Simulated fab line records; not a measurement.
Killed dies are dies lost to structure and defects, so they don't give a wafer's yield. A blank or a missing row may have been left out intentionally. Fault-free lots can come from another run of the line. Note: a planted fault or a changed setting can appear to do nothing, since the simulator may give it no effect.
fab line records / flow n5-finfet
record lots=13 wafers=33 last-day=19
route steps=1938 shown BEOL_M15@1773
lots untouched by any fault: they come from a run of this same line in which no faults occurred
start-h: hours from the record's opening day to when the first of the lot's shown wafers began / wait-h: how many hours have passed since the lot's step before this one / " repeats the value in the row above / L1.1+2: several wafers, shown together as one row / - either no value or no given start / * or withheld: withheld / < > ~ a bound
route shown NAME@n: a module of which the file shows steps, and the number in the route of the first / usual: average and standard deviation across the fault-free wafers / same: alike in all rows / chamber/n: place in a boat / sites: readings site by site / _std_site: the standard deviation of these / _edge_site: inner sites' mean taken away from outer sites' mean / radius-mm: how far each site lies from the wafer's centre / mask NAME#n: copy n / behind: the most recent tool/chamber to have shaped the wafer / hold: what put the lot on hold/how long, in hours/how the hold closed / device: the n, p or np transistor that did not switch / end of line: the route-end tests of the same wafers / a step with no rows: only its recipe / killed: the dies lost at the first sort to structure and to defects; this is not the yield of the wafer / map: per-die view of a wafer (x killed, . not killed, _ where there is no die)
set.NAME: the run value of the setting; set.NAME@STEP: its run value at that earlier step / model.NAME: the simulator's own value behind a step, which no gauge read
one table for each step of the route and one row for each wafer, over a sample of lots
services: from which hour (start-h, from the record's first day; less than 0 if before it) a tool's chamber was out of use, for how many hours, and why
## steps
# step N5_BEOL_M15_ILD_DEP_00
# recipe material=SiO2 target-thk-a=16293 temp-c=400 precursor=TEOS/O2 pressure-torr=6.5 rf-w=900 teos-flow-sccm=161.4 gas=O2 flow-sccm=2650 time-s=346.1
# usual heater-power-w=577/130 showerhead-plenum-p-Torr=8.368/0.022 throttle-valve-pct=19.1/0.81
lot.wafer=L190.2 tool=pecvd-02 chamber=1 start-h=268.40 wait-h=0.0 heater-power-w=419 showerhead-plenum-p-Torr=8.367 throttle-valve-pct=19.9
lot.wafer=L190.3 tool=pecvd-02 chamber=2 start-h=268.40 wait-h=0.0 heater-power-w=603 showerhead-plenum-p-Torr=8.370 throttle-valve-pct=18.1
lot.wafer=L190.5 tool=pecvd-02 chamber=1 start-h=268.40 wait-h=0.0 heater-power-w=507 showerhead-plenum-p-Torr=8.365 throttle-valve-pct=19.9
lot.wafer=L191.3 tool=pecvd-01 chamber=2 start-h=269.06 wait-h=0.0 heater-power-w=806 showerhead-plenum-p-Torr=8.345 throttle-valve-pct=18.1
lot.wafer=L191.4 tool=pecvd-01 chamber=0 start-h=269.06 wait-h=0.0 heater-power-w=464 showerhead-plenum-p-Torr=8.397 throttle-valve-pct=20.1
lot.wafer=L194.2 tool=pecvd-02 chamber=1 start-h=313.41 wait-h=0.0 heater-power-w=439 showerhead-plenum-p-Torr=8.359 throttle-valve-pct=19.9
lot.wafer=L194.3 tool=pecvd-02 chamber=2 start-h=313.41 wait-h=0.0 heater-power-w=592 showerhead-plenum-p-Torr=8.347 throttle-valve-pct=17.9
lot.wafer=L194.6 tool=pecvd-02 chamber=1 start-h=313.41 wait-h=0.0 heater-power-w=510 showerhead-plenum-p-Torr=8.358 throttle-valve-pct=20.2
lot.wafer=L193.1 tool=pecvd-03 chamber=2 start-h=315.20 wait-h=0.0 heater-power-w=486 showerhead-plenum-p-Torr=8.338 throttle-valve-pct=18.7
lot.wafer=L193.2 tool=pecvd-03 chamber=0 start-h=315.20 wait-h=0.0 heater-power-w=405 showerhead-plenum-p-Torr=8.421 throttle-valve-pct=18.8
lot.wafer=L193.5 tool=pecvd-03 chamber=0 start-h=315.20 wait-h=0.0 heater-power-w=407 showerhead-plenum-p-Torr=8.404 throttle-valve-pct=18.8
lot.wafer=L202.2 tool=pecvd-02 chamber=1 start-h=359.19 wait-h=0.0 heater-power-w=512 showerhead-plenum-p-Torr=8.337 throttle-valve-pct=19.8
lot.wafer=L202.4 tool=pecvd-02 chamber=0 start-h=359.19 wait-h=0.0 heater-power-w=522 showerhead-plenum-p-Torr=8.363 throttle-valve-pct=18.7
lot.wafer=L204.1 tool=pecvd-03 chamber=0 start-h=369.92 wait-h=0.0 heater-power-w=438 showerhead-plenum-p-Torr=8.391 throttle-valve-pct=18.9
lot.wafer=L204.4 tool=pecvd-03 chamber=2 start-h=369.92 wait-h=0.0 heater-power-w=465 showerhead-plenum-p-Torr=8.367 throttle-valve-pct=18.6
lot.wafer=L203.1 tool=pecvd-01 chamber=1 start-h=376.73 wait-h=0.0 heater-power-w=877 showerhead-plenum-p-Torr=8.332 throttle-valve-pct=20.3
lot.wafer=L203.5 tool=pecvd-01 chamber=0 start-h=376.73 wait-h=0.0 heater-power-w=466 showerhead-plenum-p-Torr=8.400 throttle-valve-pct=20.0
lot.wafer=L209.1 tool=pecvd-03 chamber=0 start-h=397.97 wait-h=0.0 heater-power-w=519 showerhead-plenum-p-Torr=8.406 throttle-valve-pct=18.8
lot.wafer=L209.3 tool=pecvd-03 chamber=2 start-h=397.97 wait-h=0.0 heater-power-w=578 showerhead-plenum-p-Torr=8.361 throttle-valve-pct=18.9
lot.wafer=L206.1 tool=pecvd-02 chamber=1 start-h=404.87 wait-h=0.0 heater-power-w=503 showerhead-plenum-p-Torr=8.367 throttle-valve-pct=19.9
lot.wafer=L206.2 tool=pecvd-02 chamber=0 start-h=404.87 wait-h=0.0 heater-power-w=620 showerhead-plenum-p-Torr=8.415 throttle-valve-pct=19.2
lot.wafer=L206.4 tool=pecvd-02 chamber=2 start-h=404.87 wait-h=0.0 heater-power-w=592 showerhead-plenum-p-Torr=8.344 throttle-valve-pct=18.1
lot.wafer=L210.1 tool=pecvd-02 chamber=0 start-h=408.23 wait-h=0.0 heater-power-w=510 showerhead-plenum-p-Torr=8.388 throttle-valve-pct=18.9
lot.wafer=L210.2 tool=pecvd-02 chamber=1 start-h=408.23 wait-h=0.0 heater-power-w=478 showerhead-plenum-p-Torr=8.351 throttle-valve-pct=19.8
lot.wafer=L210.5 tool=pecvd-02 chamber=2 start-h=408.23 wait-h=0.0 heater-power-w=475 showerhead-plenum-p-Torr=8.344 throttle-valve-pct=18.1
lot.wafer=L211.1 tool=pecvd-03 chamber=2 start-h=418.15 wait-h=0.0 heater-power-w=505 showerhead-plenum-p-Torr=8.346 throttle-valve-pct=18.4
lot.wafer=L211.5 tool=pecvd-03 chamber=2 start-h=418.15 wait-h=0.0 heater-power-w=610 showerhead-plenum-p-Torr=8.374 throttle-valve-pct=18.5
lot.wafer=L211.6 tool=pecvd-03 chamber=0 start-h=418.15 wait-h=0.0 heater-power-w=401 showerhead-plenum-p-Torr=8.415 throttle-valve-pct=19.0
lot.wafer=L212.3 tool=pecvd-01 chamber=2 start-h=433.94 wait-h=0.0 heater-power-w=759 showerhead-plenum-p-Torr=8.359 throttle-valve-pct=18.4
lot.wafer=L212.5 tool=pecvd-01 chamber=1 start-h=433.94 wait-h=0.0 heater-power-w=706 showerhead-plenum-p-Torr=8.336 throttle-valve-pct=20.2
lot.wafer=L212.6 tool=pecvd-01 chamber=2 start-h=433.94 wait-h=0.0 heater-power-w=610 showerhead-plenum-p-Torr=8.359 throttle-valve-pct=18.3
lot.wafer=L213.1 tool=pecvd-02 chamber=0 start-h=434.18 wait-h=0.0 heater-power-w=570 showerhead-plenum-p-Torr=8.391 throttle-valve-pct=18.9
lot.wafer=L213.4 tool=pecvd-02 chamber=1 start-h=434.18 wait-h=0.0 heater-power-w=384 showerhead-plenum-p-Torr=8.375 throttle-valve-pct=19.8
# step N5_BEOL_M15_STRIP_64
# recipe chemistry=O2 power-w=600 temp-c=60 pressure-mtorr=30 rf-frequency-hz=6e+07 bias-power-w=0 overash-fraction=0.3 o2-flow-sccm=225
# usual drypump-motor-current-A=5.78/0.27 oes-product-au=0.78/0.082 rf-vpp-V=3.6/0.47 showerhead-plenum-p-Torr=2.08/0.064 throttle-valve-pct=16.59/0.29
lot.wafer=L190.2 tool=rie-diel-06 chamber=2 start-h=- wait-h=- drypump-motor-current-A=6.02 oes-product-au=0.75 rf-hours-counter-h=146 rf-vpp-V=3.6 showerhead-plenum-p-Torr=2.04 throttle-valve-pct=16.90
lot.wafer=L190.3 tool=rie-diel-06 chamber=1 start-h=- wait-h=- drypump-motor-current-A=6.27 oes-product-au=0.72 rf-hours-counter-h=233 rf-vpp-V=2.8 showerhead-plenum-p-Torr=1.97 throttle-valve-pct=16.48
lot.wafer=L190.5 tool=rie-diel-06 chamber=0 start-h=- wait-h=- drypump-motor-current-A=5.89 oes-product-au=0.73 rf-hours-counter-h=- rf-vpp-V=3.9 showerhead-plenum-p-Torr=2.15 throttle-valve-pct=16.61
lot.wafer=L191.3 tool=rie-diel-01 chamber=3 start-h=- wait-h=- drypump-motor-current-A=5.86 oes-product-au=0.86 rf-hours-counter-h=26 rf-vpp-V=3.4 showerhead-plenum-p-Torr=2.11 throttle-valve-pct=16.13
lot.wafer=L191.4 tool=rie-diel-01 chamber=0 start-h=- wait-h=- drypump-motor-current-A=5.65 oes-product-au=0.79 rf-hours-counter-h=95 rf-vpp-V=3.3 showerhead-plenum-p-Torr=2.04 throttle-valve-pct=16.33
lot.wafer=L194.2 tool=rie-diel-01 chamber=3 start-h=- wait-h=- drypump-motor-current-A=5.86 oes-product-au=0.86 rf-hours-counter-h=42 rf-vpp-V=3.4 showerhead-plenum-p-Torr=2.10 throttle-valve-pct=16.16
lot.wafer=L194.3 tool=rie-diel-01 chamber=2 start-h=- wait-h=- drypump-motor-current-A=5.67 oes-product-au=0.68 rf-hours-counter-h=248 rf-vpp-V=3.6 showerhead-plenum-p-Torr=2.14 throttle-valve-pct=16.95
lot.wafer=L194.6 tool=rie-diel-01 chamber=3 start-h=- wait-h=- drypump-motor-current-A=5.88 oes-product-au=0.86 rf-hours-counter-h=- rf-vpp-V=3.8 showerhead-plenum-p-Torr=2.10 throttle-valve-pct=16.16
lot.wafer=L193.1 tool=rie-diel-05 chamber=1 start-h=- wait-h=- drypump-motor-current-A=5.20 oes-product-au=0.68 rf-hours-counter-h=212 rf-vpp-V=3.8 showerhead-plenum-p-Torr=1.99 throttle-valve-pct=17.06
lot.wafer=L193.2 tool=rie-diel-05 chamber=2 start-h=- wait-h=- drypump-motor-current-A=5.68 oes-product-au=0.97 rf-hours-counter-h=11 rf-vpp-V=3.7 showerhead-plenum-p-Torr=2.08 throttle-valve-pct=16.80
lot.wafer=L193.5 tool=rie-diel-05 chamber=3 start-h=- wait-h=- drypump-motor-current-A=5.77 oes-product-au=0.79 rf-hours-counter-h=- rf-vpp-V=3.0 showerhead-plenum-p-Torr=2.01 throttle-valve-pct=16.29
lot.wafer=L202.2 tool=rie-diel-05 chamber=0 start-h=- wait-h=- drypump-motor-current-A=5.80 oes-product-au=0.70 rf-hours-counter-h=237 rf-vpp-V=3.3 showerhead-plenum-p-Torr=2.07 throttle-valve-pct=16.91
lot.wafer=L202.4 tool=rie-diel-05 chamber=3 start-h=- wait-h=- drypump-motor-current-A=5.77 oes-product-au=0.77 rf-hours-counter-h=139 rf-vpp-V=3.1 showerhead-plenum-p-Torr=2.00 throttle-valve-pct=16.32
lot.wafer=L204.1 tool=rie-diel-01 chamber=1 start-h=- wait-h=- drypump-motor-current-A=6.11 oes-product-au=0.77 rf-hours-counter-h=120 rf-vpp-V=3.8 showerhead-plenum-p-Torr=2.08 throttle-valve-pct=16.61
lot.wafer=L204.4 tool=rie-diel-01 chamber=3 start-h=- wait-h=- drypump-motor-current-A=5.87 oes-product-au=0.83 rf-hours-counter-h=63 rf-vpp-V=3.2 showerhead-plenum-p-Torr=2.10 throttle-valve-pct=16.19
lot.wafer=L203.1 tool=rie-diel-01 chamber=3 start-h=- wait-h=- drypump-motor-current-A=5.83 oes-product-au=0.82 rf-hours-counter-h=65 rf-vpp-V=4.0 showerhead-plenum-p-Torr=2.09 throttle-valve-pct=16.21
lot.wafer=L203.5 tool=rie-diel-01 chamber=0 start-h=- wait-h=- drypump-motor-current-A=5.68 oes-product-au=0.76 rf-hours-counter-h=- rf-vpp-V=4.2 showerhead-plenum-p-Torr=2.03 throttle-valve-pct=16.38
lot.wafer=L209.1 tool=rie-diel-06 chamber=3 start-h=- wait-h=- drypump-motor-current-A=5.44 oes-product-au=0.77 rf-hours-counter-h=114 rf-vpp-V=3.4 showerhead-plenum-p-Torr=2.16 throttle-valve-pct=16.62
lot.wafer=L209.3 tool=rie-diel-06 chamber=2 start-h=- wait-h=- drypump-motor-current-A=6.02 oes-product-au=0.71 rf-hours-counter-h=186 rf-vpp-V=3.6 showerhead-plenum-p-Torr=2.02 throttle-valve-pct=16.96
lot.wafer=L206.1 tool=rie-diel-06 chamber=2 start-h=- wait-h=- drypump-motor-current-A=6.03 oes-product-au=0.72 rf-hours-counter-h=188 rf-vpp-V=3.8 showerhead-plenum-p-Torr=2.02 throttle-valve-pct=16.96
lot.wafer=L206.2 tool=rie-diel-06 chamber=1 start-h=- wait-h=- drypump-motor-current-A=6.25 oes-product-au=0.93 rf-hours-counter-h=15 rf-vpp-V=3.8 showerhead-plenum-p-Torr=2.22 throttle-valve-pct=16.03
lot.wafer=L206.4 tool=rie-diel-06 chamber=0 start-h=- wait-h=- drypump-motor-current-A=5.90 oes-product-au=0.69 rf-hours-counter-h=213 rf-vpp-V=3.5 showerhead-plenum-p-Torr=2.13 throttle-valve-pct=16.71
lot.wafer=L210.1 tool=rie-diel-05 chamber=3 start-h=- wait-h=- drypump-motor-current-A=5.75 oes-product-au=0.76 rf-hours-counter-h=154 rf-vpp-V=3.0 showerhead-plenum-p-Torr=2.00 throttle-valve-pct=16.34
lot.wafer=L210.2 tool=rie-diel-05 chamber=2 start-h=- wait-h=- drypump-motor-current-A=5.62 oes-product-au=0.90 rf-hours-counter-h=37 rf-vpp-V=3.6 showerhead-plenum-p-Torr=2.07 throttle-valve-pct=16.83
lot.wafer=L210.5 tool=rie-diel-05 chamber=2 start-h=- wait-h=- drypump-motor-current-A=5.66 oes-product-au=0.91 rf-hours-counter-h=- rf-vpp-V=4.1 showerhead-plenum-p-Torr=2.07 throttle-valve-pct=16.83
lot.wafer=L211.1 tool=rie-diel-01 chamber=2 start-h=- wait-h=- drypump-motor-current-A=5.69 oes-product-au=0.87 rf-hours-counter-h=25 rf-vpp-V=3.9 showerhead-plenum-p-Torr=2.13 throttle-valve-pct=16.57
lot.wafer=L211.5 tool=rie-diel-01 chamber=3 start-h=- wait-h=- drypump-motor-current-A=5.84 oes-product-au=0.79 rf-hours-counter-h=- rf-vpp-V=3.7 showerhead-plenum-p-Torr=2.09 throttle-valve-pct=16.23
lot.wafer=L211.6 tool=rie-diel-01 chamber=2 start-h=- wait-h=- drypump-motor-current-A=5.66 oes-product-au=0.88 rf-hours-counter-h=- rf-vpp-V=4.0 showerhead-plenum-p-Torr=2.13 throttle-valve-pct=16.56
lot.wafer=L212.3 tool=rie-diel-06 chamber=0 start-h=- wait-h=- drypump-motor-current-A=5.89 oes-product-au=0.68 rf-hours-counter-h=220 rf-vpp-V=3.2 showerhead-plenum-p-Torr=2.13 throttle-valve-pct=16.71
lot.wafer=L212.5 tool=rie-diel-06 chamber=0 start-h=- wait-h=- drypump-motor-current-A=5.90 oes-product-au=0.69 rf-hours-counter-h=- rf-vpp-V=3.9 showerhead-plenum-p-Torr=2.13 throttle-valve-pct=16.70
lot.wafer=L212.6 tool=rie-diel-06 chamber=1 start-h=- wait-h=- drypump-motor-current-A=6.24 oes-product-au=0.92 rf-hours-counter-h=- rf-vpp-V=3.4 showerhead-plenum-p-Torr=2.22 throttle-valve-pct=16.04
lot.wafer=L213.1 tool=rie-diel-05 chamber=2 start-h=- wait-h=- drypump-motor-current-A=5.63 oes-product-au=0.89 rf-hours-counter-h=49 rf-vpp-V=3.3 showerhead-plenum-p-Torr=2.07 throttle-valve-pct=16.86
lot.wafer=L213.4 tool=rie-diel-05 chamber=0 start-h=- wait-h=- drypump-motor-current-A=5.78 oes-product-au=0.96 rf-hours-counter-h=- rf-vpp-V=3.3 showerhead-plenum-p-Torr=2.06 throttle-valve-pct=16.56
# step N5_BEOL_M15_EXPOSE_25
# recipe mask-id=M15 na=0.8 source-shape=annular sigma-inner=0.5 sigma-outer=0.8 polarization=unpolarized target-cd-nm=400 dose-mj=35.5
# usual exposure-dose-mJ-cm2=35.48/0.039 focus-offset-nm=-0.1/0.51 sigma-outer=0.8/0 stage-vel-mm-s=499.96/0.27
lot.wafer=L190.2 tool=krf-scanner-02 chamber=0 start-h=270.50 wait-h=- mask=M15#0 exposure-dose-mJ-cm2=35.49 focus-offset-nm=-0.2 sigma-outer=0.8 stage-vel-mm-s=499.58
lot.wafer=L190.3 tool=krf-scanner-02 chamber=0 start-h=270.50 wait-h=- mask=M15#0 exposure-dose-mJ-cm2=35.44 focus-offset-nm=-0.3 sigma-outer=0.8 stage-vel-mm-s=499.99
lot.wafer=L190.5 tool=krf-scanner-02 chamber=0 start-h=270.50 wait-h=- mask=M15#0 exposure-dose-mJ-cm2=35.41 focus-offset-nm=0.0 sigma-outer=0.8 stage-vel-mm-s=499.99
lot.wafer=L191.3 tool=krf-scanner-01 chamber=0 start-h=271.33 wait-h=- mask=M15#0 exposure-dose-mJ-cm2=35.51 focus-offset-nm=-0.2 sigma-outer=0.8 stage-vel-mm-s=499.67
lot.wafer=L191.4 tool=krf-scanner-01 chamber=0 start-h=271.33 wait-h=- mask=M15#0 exposure-dose-mJ-cm2=35.44 focus-offset-nm=-1.1 sigma-outer=0.8 stage-vel-mm-s=499.84
lot.wafer=L194.2 tool=krf-scanner-01 chamber=- start-h=315.30 wait-h=- mask=M15#0 exposure-dose-mJ-cm2=- focus-offset-nm=- sigma-outer=- stage-vel-mm-s=-
lot.wafer=L194.3 tool=krf-scanner-01 chamber=- start-h=315.30 wait-h=- mask=M15#0 exposure-dose-mJ-cm2=- focus-offset-nm=- sigma-outer=- stage-vel-mm-s=-
lot.wafer=L194.6 tool=krf-scanner-01 chamber=- start-h=315.30 wait-h=- mask=M15#0 exposure-dose-mJ-cm2=- focus-offset-nm=- sigma-outer=- stage-vel-mm-s=-
lot.wafer=L193.1 tool=krf-scanner-01 chamber=- start-h=317.37 wait-h=- mask=M15#0 exposure-dose-mJ-cm2=- focus-offset-nm=- sigma-outer=- stage-vel-mm-s=-
lot.wafer=L193.2 tool=krf-scanner-01 chamber=- start-h=317.37 wait-h=- mask=M15#0 exposure-dose-mJ-cm2=- focus-offset-nm=- sigma-outer=- stage-vel-mm-s=-
lot.wafer=L193.5 tool=krf-scanner-01 chamber=- start-h=317.37 wait-h=- mask=M15#0 exposure-dose-mJ-cm2=- focus-offset-nm=- sigma-outer=- stage-vel-mm-s=-
lot.wafer=L202.2 tool=krf-scanner-01 chamber=0 start-h=361.53 wait-h=- mask=M15#0 exposure-dose-mJ-cm2=35.53 focus-offset-nm=0.8 sigma-outer=0.8 stage-vel-mm-s=499.87
lot.wafer=L202.4 tool=krf-scanner-01 chamber=0 start-h=361.53 wait-h=- mask=M15#0 exposure-dose-mJ-cm2=35.52 focus-offset-nm=-0.2 sigma-outer=0.8 stage-vel-mm-s=499.88
lot.wafer=L204.1 tool=krf-scanner-01 chamber=0 start-h=372.03 wait-h=- mask=M15#0 exposure-dose-mJ-cm2=35.47 focus-offset-nm=-0.2 sigma-outer=0.8 stage-vel-mm-s=500.12
lot.wafer=L204.4 tool=krf-scanner-01 chamber=0 start-h=372.03 wait-h=- mask=M15#0 exposure-dose-mJ-cm2=35.53 focus-offset-nm=0.1 sigma-outer=0.8 stage-vel-mm-s=499.70
lot.wafer=L203.1 tool=krf-scanner-01 chamber=0 start-h=378.72 wait-h=- mask=M15#0 exposure-dose-mJ-cm2=35.51 focus-offset-nm=-0.2 sigma-outer=0.8 stage-vel-mm-s=499.90
lot.wafer=L203.5 tool=krf-scanner-01 chamber=0 start-h=378.72 wait-h=- mask=M15#0 exposure-dose-mJ-cm2=35.46 focus-offset-nm=-0.4 sigma-outer=0.8 stage-vel-mm-s=499.82
lot.wafer=L209.1 tool=krf-scanner-01 chamber=0 start-h=399.93 wait-h=- mask=M15#0 exposure-dose-mJ-cm2=35.45 focus-offset-nm=0.2 sigma-outer=0.8 stage-vel-mm-s=499.92
lot.wafer=L209.3 tool=krf-scanner-01 chamber=0 start-h=399.93 wait-h=- mask=M15#0 exposure-dose-mJ-cm2=35.50 focus-offset-nm=-0.4 sigma-outer=0.8 stage-vel-mm-s=499.88
lot.wafer=L206.1 tool=krf-scanner-01 chamber=0 start-h=406.98 wait-h=- mask=M15#0 exposure-dose-mJ-cm2=35.52 focus-offset-nm=0.6 sigma-outer=0.8 stage-vel-mm-s=500.33
lot.wafer=L206.2 tool=krf-scanner-01 chamber=0 start-h=406.98 wait-h=- mask=M15#0 exposure-dose-mJ-cm2=35.51 focus-offset-nm=-0.1 sigma-outer=0.8 stage-vel-mm-s=500.23
lot.wafer=L206.4 tool=krf-scanner-01 chamber=0 start-h=406.98 wait-h=- mask=M15#0 exposure-dose-mJ-cm2=35.50 focus-offset-nm=-0.7 sigma-outer=0.8 stage-vel-mm-s=499.74
lot.wafer=L210.1 tool=krf-scanner-02 chamber=0 start-h=410.20 wait-h=- mask=M15#0 exposure-dose-mJ-cm2=35.43 focus-offset-nm=0.5 sigma-outer=0.8 stage-vel-mm-s=499.77
lot.wafer=L210.2 tool=krf-scanner-02 chamber=0 start-h=410.20 wait-h=- mask=M15#0 exposure-dose-mJ-cm2=35.40 focus-offset-nm=0.2 sigma-outer=0.8 stage-vel-mm-s=499.62
lot.wafer=L210.5 tool=krf-scanner-02 chamber=0 start-h=410.20 wait-h=- mask=M15#0 exposure-dose-mJ-cm2=35.45 focus-offset-nm=-0.8 sigma-outer=0.8 stage-vel-mm-s=499.84
lot.wafer=L211.1 tool=krf-scanner-01 chamber=0 start-h=420.45 wait-h=- mask=M15#0 exposure-dose-mJ-cm2=35.47 focus-offset-nm=0.1 sigma-outer=0.8 stage-vel-mm-s=499.85
lot.wafer=L211.5 tool=krf-scanner-01 chamber=0 start-h=420.45 wait-h=- mask=M15#0 exposure-dose-mJ-cm2=35.49 focus-offset-nm=-0.9 sigma-outer=0.8 stage-vel-mm-s=500.25
lot.wafer=L211.6 tool=krf-scanner-01 chamber=0 start-h=420.45 wait-h=- mask=M15#0 exposure-dose-mJ-cm2=35.55 focus-offset-nm=0.4 sigma-outer=0.8 stage-vel-mm-s=500.03
lot.wafer=L212.3 tool=krf-scanner-01 chamber=0 start-h=435.96 wait-h=- mask=M15#0 exposure-dose-mJ-cm2=35.47 focus-offset-nm=0.1 sigma-outer=0.8 stage-vel-mm-s=499.64
lot.wafer=L212.5 tool=krf-scanner-01 chamber=0 start-h=435.96 wait-h=- mask=M15#0 exposure-dose-mJ-cm2=35.48 focus-offset-nm=0.6 sigma-outer=0.8 stage-vel-mm-s=500.11
lot.wafer=L212.6 tool=krf-scanner-01 chamber=0 start-h=435.96 wait-h=- mask=M15#0 exposure-dose-mJ-cm2=35.50 focus-offset-nm=-0.3 sigma-outer=0.8 stage-vel-mm-s=499.89
lot.wafer=L213.1 tool=krf-scanner-01 chamber=0 start-h=436.30 wait-h=- mask=M15#0 exposure-dose-mJ-cm2=35.47 focus-offset-nm=-0.8 sigma-outer=0.8 stage-vel-mm-s=499.34
lot.wafer=L213.4 tool=krf-scanner-01 chamber=0 start-h=436.30 wait-h=- mask=M15#0 exposure-dose-mJ-cm2=35.50 focus-offset-nm=0.3 sigma-outer=0.8 stage-vel-mm-s=499.32
# step N5_BEOL_M15_CD_MEAS_28
# recipe target-cd-nm=407.6 landing-energy-ev=500 detector=se-inlens
# usual cd-nm=408.5/2.4
lot.wafer=L190.2 tool=cd-sem-02 chamber=0 start-h=270.66 wait-h=- cd-nm=412.5
lot.wafer=L190.3 tool=cd-sem-02 chamber=0 start-h=270.66 wait-h=- cd-nm=408.9
lot.wafer=L190.5 tool=cd-sem-02 chamber=0 start-h=270.66 wait-h=- cd-nm=411.1
lot.wafer=L191.3 tool=cd-sem-01 chamber=0 start-h=271.49 wait-h=- cd-nm=407.7
lot.wafer=L191.4 tool=cd-sem-01 chamber=0 start-h=271.49 wait-h=- cd-nm=413.2
lot.wafer=L194.2 tool=cd-sem-02 chamber=0 start-h=315.47 wait-h=- cd-nm=-
lot.wafer=L194.3 tool=cd-sem-02 chamber=0 start-h=315.47 wait-h=- cd-nm=-
lot.wafer=L194.6 tool=cd-sem-02 chamber=0 start-h=315.47 wait-h=- cd-nm=-
lot.wafer=L193.1 tool=cd-sem-02 chamber=0 start-h=317.54 wait-h=- cd-nm=-
lot.wafer=L193.2 tool=cd-sem-02 chamber=0 start-h=317.54 wait-h=- cd-nm=-
lot.wafer=L193.5 tool=cd-sem-02 chamber=0 start-h=317.54 wait-h=- cd-nm=-
lot.wafer=L202.2 tool=cd-sem-01 chamber=0 start-h=361.69 wait-h=- cd-nm=406.1
lot.wafer=L202.4 tool=cd-sem-01 chamber=0 start-h=361.69 wait-h=- cd-nm=405.1
lot.wafer=L204.1 tool=cd-sem-01 chamber=0 start-h=372.21 wait-h=- cd-nm=411.5
lot.wafer=L204.4 tool=cd-sem-01 chamber=0 start-h=372.21 wait-h=- cd-nm=412.5
lot.wafer=L203.1 tool=cd-sem-03 chamber=0 start-h=378.90 wait-h=- cd-nm=407.9
lot.wafer=L203.5 tool=cd-sem-03 chamber=0 start-h=378.90 wait-h=- cd-nm=412.6
lot.wafer=L209.1 tool=cd-sem-03 chamber=0 start-h=400.10 wait-h=- cd-nm=404.9
lot.wafer=L209.3 tool=cd-sem-03 chamber=0 start-h=400.10 wait-h=- cd-nm=406.6
lot.wafer=L206.1 tool=cd-sem-01 chamber=0 start-h=407.16 wait-h=- cd-nm=409.2
lot.wafer=L206.2 tool=cd-sem-01 chamber=0 start-h=407.16 wait-h=- cd-nm=408.4
lot.wafer=L206.4 tool=cd-sem-01 chamber=0 start-h=407.16 wait-h=- cd-nm=409.1
lot.wafer=L210.1 tool=cd-sem-02 chamber=0 start-h=410.37 wait-h=- cd-nm=412.8
lot.wafer=L210.2 tool=cd-sem-02 chamber=0 start-h=410.37 wait-h=- cd-nm=404.2
lot.wafer=L210.5 tool=cd-sem-02 chamber=0 start-h=410.37 wait-h=- cd-nm=409.3
lot.wafer=L211.1 tool=cd-sem-01 chamber=0 start-h=420.62 wait-h=- cd-nm=405.2
lot.wafer=L211.5 tool=cd-sem-01 chamber=0 start-h=420.62 wait-h=- cd-nm=407.5
lot.wafer=L211.6 tool=cd-sem-01 chamber=0 start-h=420.62 wait-h=- cd-nm=407.7
lot.wafer=L212.3 tool=cd-sem-01 chamber=0 start-h=436.13 wait-h=- cd-nm=411.0
lot.wafer=L212.5 tool=cd-sem-01 chamber=0 start-h=436.13 wait-h=- cd-nm=409.4
lot.wafer=L212.6 tool=cd-sem-01 chamber=0 start-h=436.13 wait-h=- cd-nm=410.2
lot.wafer=L213.1 tool=cd-sem-02 chamber=0 start-h=436.47 wait-h=- cd-nm=407.7
lot.wafer=L213.4 tool=cd-sem-02 chamber=0 start-h=436.47 wait-h=- cd-nm=407.7
## services
tool=pecvd-03 chamber=- start-h=246.62 hours=0.8 kind=repair
tool=krf-scanner-02 chamber=- start-h=283.36 hours=1.0 kind=pm
tool=rie-diel-05 chamber=2 start-h=283.64 hours=2.9 kind=repair
tool=rie-diel-05 chamber=2 start-h=290.80 hours=7.5 kind=repair
tool=krf-scanner-01 chamber=0 start-h=296.06 hours=- kind=calibration
tool=pecvd-02 chamber=0 start-h=305.05 hours=5.5 kind=scheduled-down
tool=rie-diel-01 chamber=2 start-h=321.42 hours=- kind=clean
tool=rie-diel-01 chamber=2 start-h=321.42 hours=- kind=consumable-replace:focus-ring
tool=rie-diel-01 chamber=2 start-h=321.42 hours=26.0 kind=scheduled-down
tool=rie-diel-01 chamber=2 start-h=321.42 hours=26.0 kind=vent-cycle
tool=krf-scanner-01 chamber=- start-h=332.13 hours=1.3 kind=pm
tool=rie-diel-06 chamber=1 start-h=338.94 hours=- kind=clean
tool=krf-scanner-01 chamber=- start-h=344.23 hours=4.4 kind=pm
tool=rie-diel-05 chamber=2 start-h=344.91 hours=8.1 kind=repair
tool=rie-diel-01 chamber=1 start-h=352.91 hours=9.1 kind=repair
tool=pecvd-01 chamber=1 start-h=355.77 hours=5.0 kind=repair
tool=rie-diel-01 chamber=0 start-h=360.33 hours=9.2 kind=repair
tool=krf-scanner-02 chamber=- start-h=368.77 hours=4.0 kind=pm
tool=pecvd-02 chamber=1 start-h=373.58 hours=2.1 kind=scheduled-down
tool=krf-scanner-01 chamber=- start-h=379.55 hours=0.8 kind=pm
tool=krf-scanner-01 chamber=- start-h=392.57 hours=1.0 kind=pm
tool=krf-scanner-02 chamber=- start-h=401.53 hours=0.8 kind=pm
tool=krf-scanner-02 chamber=- start-h=402.56 hours=2.9 kind=repair
tool=krf-scanner-02 chamber=- start-h=419.59 hours=1.3 kind=pm
## key
first-sign step=N5_BEOL_M15_EXPOSE_25 reading=tool-record direction=missing
effect none on later readings
met-at N5_BEOL_M15_EXPOSE_25
struck-lots L193,L194
later-rows-left-out L193.1,L193.2,L193.5,L194.2,L194.3,L194.6
sort-left-out L193.1,L193.2,L193.5,L194.2,L194.3,L194.6
not-acting-at N5_BEOL_M15_ILD_DEP_00,N5_BEOL_M15_STRIP_64,N5_BEOL_M15_CD_MEAS_28
onset-between 271.33 315.30
fault kind=skipped-step-whole tool=krf-scanner-01 chamber=- onset-h=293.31 steps=N5_BEOL_M15_EXPOSE_25 scope=struck-lots-only
# sort-left-out: the simulated sort isn't trusted on such a fault, so these wafers' sort isn't shown, and their yield isn't known
# later-rows-left-out: the simulator's readings of these wafers behind a module that went badly wrong aren't trusted and aren't shown, but for the sort
